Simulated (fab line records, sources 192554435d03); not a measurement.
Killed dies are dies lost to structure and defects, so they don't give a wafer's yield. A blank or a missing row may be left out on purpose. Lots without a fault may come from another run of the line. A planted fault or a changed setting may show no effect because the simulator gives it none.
Which tool did it? | flow n5_finfet | 12 lots, 34 wafers sampled, at 4 steps of a route of 1938

WHAT THE GAUGES READ, wafer by wafer
N5_BEOL_M9_INSPECT_58: inspects for defects (darkfield). Usual: raw_defect_count 67, standard deviation 23.
lot  | measured     | on                | raw_defect_count | flag
L762 | day 10 01:44 | defect_inspect-02 | 64 52 46         |
L763 | day 10 12:22 | defect_inspect-02 | 35 44 67         |
L766 | day 11 00:21 | defect_inspect-02 | 66 90            |
L769 | day 12 00:13 | defect_inspect-01 | 67 49            |
L768 | day 12 01:19 | defect_inspect-02 | 69 47 75         |
L770 | day 12 14:16 | defect_inspect-01 | 95 56 50         |
L779 | day 14 21:04 | defect_inspect-01 | 71 72 86         |
L778 | day 14 21:31 | defect_inspect-02 | 110 111 106      |
L781 | day 14 21:40 | defect_inspect-02 | 84 79 107        |
L780 | day 16 12:29 | defect_inspect-02 | 69 77 55         |
L785 | day 16 15:06 | defect_inspect-02 | 53 86 97         |
L782 | day 16 16:02 | defect_inspect-01 | 79 66 76         |

WHICH TOOL RAN EACH LOT (tool, then ch and the chambers of the sampled wafers, then the start)
lot  | N5_BEOL_M9_STRIP_36                | N5_BEOL_M9_CVD_78                | N5_BEOL_M9_DEP_56
L762 | rie_diel-06 ch 0,1,3, day 9 21:50  | cvd_co-01 ch 0,1, day 10 00:37   | pecvd-02 ch 0,1,2, day 10 01:38
L763 | rie_diel-06 ch 0,2,3, day 10 08:13 | cvd_co-01 ch 0,1, day 10 11:11   | pecvd-03 ch 0,1, day 10 12:14
L766 | rie_diel-05 ch 2, day 10 20:46     | cvd_co-01 ch 1, day 10 22:17     | pecvd-03 ch 0,2, day 11 00:14
L769 | rie_diel-05 ch 1,2, day 11 19:13   | cvd_co-01 ch 2, day 11 21:24     | pecvd-03 ch 0,2, day 12 00:07
L768 | rie_diel-05 ch 0,1,2, day 11 21:19 | cvd_co-01 ch 0,1,2, day 11 22:40 | pecvd-03 ch 1,2, day 12 01:12
L770 | rie_diel-03 ch 0,1,2, day 12 11:40 | cvd_co-02 ch 0,1,2, day 12 13:13 | pecvd-02 ch 0,1,2, day 12 14:11
L779 | rie_diel-03 ch 1,2,3, day 14 18:34 | cvd_co-02 ch 0,1,2, day 14 19:53 | pecvd-02 ch 0,1, day 14 20:58
L778 | rie_diel-06 ch 0,2, day 14 18:36   | cvd_co-02 ch 1,2, day 14 20:23   | pecvd-04 ch 0,1,2, day 14 21:25
L781 | rie_diel-06 ch 0,1,3, day 14 19:08 | cvd_co-02 ch 0,2, day 14 20:28   | pecvd-03 ch 0,1,2, day 14 21:34
L780 | rie_diel-05 ch 0,1, day 16 08:59   | cvd_co-01 ch 0,2, day 16 10:28   | pecvd-03 ch 1,2, day 16 12:23
L785 | rie_diel-03 ch 1,3, day 16 11:56   | cvd_co-02 ch 0,2, day 16 13:47   | pecvd-03 ch 0,2, day 16 15:00
L782 | rie_diel-05 ch 1,3, day 16 13:01   | cvd_co-01 ch 1,2, day 16 14:43   | pecvd-02 ch 1,2, day 16 15:56
- N5_BEOL_M9_STRIP_36: strips in N2/H2.
- N5_BEOL_M9_CVD_78: deposits Co from CCTBA/H2, target thk 2 nm, time 138.9 s.
- N5_BEOL_M9_DEP_56: deposits SiCN from 3MS/NH3, target thk 15 nm, time 26.5 s.

WHAT THE TOOLS THEMSELVES READ (means of the sampled wafers that have a number; where no wafer has one, the mark that the record gives instead)
N5_BEOL_M9_STRIP_36. Usual: bias_power_w 7.001 W, standard deviation 0.02; drypump_motor_current_A 5.80 A, standard deviation 0.25; oes_product_au 0.78 a.u., standard deviation 0.08; rf_vpp_V 59.2 V, standard deviation 1.4; showerhead_plenum_p_Torr 2.55 Torr, standard deviation 0.075; throttle_valve_pct 23.6 %, standard deviation 0.41.
lot  | tool        | bias_power_w (W) | drypump_motor_current_A (A) | oes_product_au (a.u.) | rf_vpp_V (V) | showerhead_plenum_p_Torr (Torr) | throttle_valve_pct (%) | flag
L762 | rie_diel-06 | 6.992            | 5.80                        | 0.77                  | 59.8         | 2.53                            | 23.5                   |
L763 | rie_diel-06 | 7.014            | 5.94                        | 0.77                  | 60.1         | 2.50                            | 23.5                   |
L766 | rie_diel-05 | 6.994            | 6.09                        | 0.69                  | 58.9         | 2.42                            | 23.9                   |
L769 | rie_diel-05 | 7.035            | 5.97                        | 0.69                  | 59.7         | 2.51                            | 24.0                   |
L768 | rie_diel-05 | 6.992            | 5.86                        | 0.76                  | 59.5         | 2.54                            | 23.8                   |
L770 | rie_diel-03 | 7.006            | 5.91                        | 0.80                  | 59.7         | 2.63                            | 23.5                   |
L779 | rie_diel-03 | 7.000            | 5.84                        | 0.75                  | 60.1         | 2.58                            | 23.5                   |
L778 | rie_diel-06 | 7.025            | 5.92                        | 0.71                  | 58.1         | 2.52                            | 23.9                   |
L781 | rie_diel-06 | 7.016            | 5.81                        | 0.75                  | 59.8         | 2.52                            | 23.5                   |
L780 | rie_diel-05 | 6.986            | 5.83                        | 0.92                  | 58.9         | 2.59                            | 23.5                   |
L785 | rie_diel-03 | 6.994            | 6.05                        | 0.69                  | 60.0         | 2.56                            | 23.6                   |
L782 | rie_diel-05 | 7.003            | 5.73                        | 0.86                  | 58.2         | 2.57                            | 23.6                   |

N5_BEOL_M9_CVD_78. Usual: run_length_s 161.8 s, standard deviation 0.54.
lot  | tool      | run_length_s (s) | flag
L762 | cvd_co-01 | 161.5            |
L763 | cvd_co-01 | 161.6            |
L766 | cvd_co-01 | 139.2            | OFF
L769 | cvd_co-01 | 139.4            | OFF
L768 | cvd_co-01 | 146.9            | OFF
L770 | cvd_co-02 | 161.6            |
L779 | cvd_co-02 | 161.5            |
L778 | cvd_co-02 | 161.5            |
L781 | cvd_co-02 | 161.8            |
L780 | cvd_co-01 | 161.7            |
L785 | cvd_co-02 | 162.1            |
L782 | cvd_co-01 | 161.9            |

N5_BEOL_M9_DEP_56. Usual: showerhead_plenum_p_Torr 3.664 Torr, standard deviation 0.018; throttle_valve_pct 8.8 %, standard deviation 0.41.
lot  | tool     | showerhead_plenum_p_Torr (Torr) | throttle_valve_pct (%) | flag
L762 | pecvd-02 | 3.660                           | 9.0                    |
L763 | pecvd-03 | 3.661                           | 8.7                    |
L766 | pecvd-03 | 3.664                           | 8.4                    |
L769 | pecvd-03 | 3.668                           | 8.8                    |
L768 | pecvd-03 | 3.649                           | 8.8                    |
L770 | pecvd-02 | 3.661                           | 8.7                    |
L779 | pecvd-02 | 3.654                           | 9.3                    |
L778 | pecvd-04 | 3.683                           | 8.7                    |
L781 | pecvd-03 | 3.662                           | 8.7                    |
L780 | pecvd-03 | 3.647                           | 8.8                    |
L785 | pecvd-03 | 3.671                           | 8.8                    |
L782 | pecvd-02 | 3.671                           | 8.5                    |

THE ANSWER, worked out from the rows above alone
Rule: a lot is off if the mean of its wafers that have a number lies more than 3 standard deviations from the usual mean. A lot without any number at a reading at which 4 lots or more have one is off too. The other lots that the step has rows for count as sound. The gauges are gone through in route order, then the tools' own readings, and for those a lot's mean is taken as printed above. The first step at which some lot is off is used, and at that step the reading that is off furthest; a lot without a number counts as furthest.
Off: L766, L769, L768, at N5_BEOL_M9_CVD_78 (run_length_s).
A tool fits if, at that step or a process step before it, it ran every lot that is off, and no sound lot after the first of them. None of those tried fits.

WHAT THE SIMULATOR HAD PUT IN
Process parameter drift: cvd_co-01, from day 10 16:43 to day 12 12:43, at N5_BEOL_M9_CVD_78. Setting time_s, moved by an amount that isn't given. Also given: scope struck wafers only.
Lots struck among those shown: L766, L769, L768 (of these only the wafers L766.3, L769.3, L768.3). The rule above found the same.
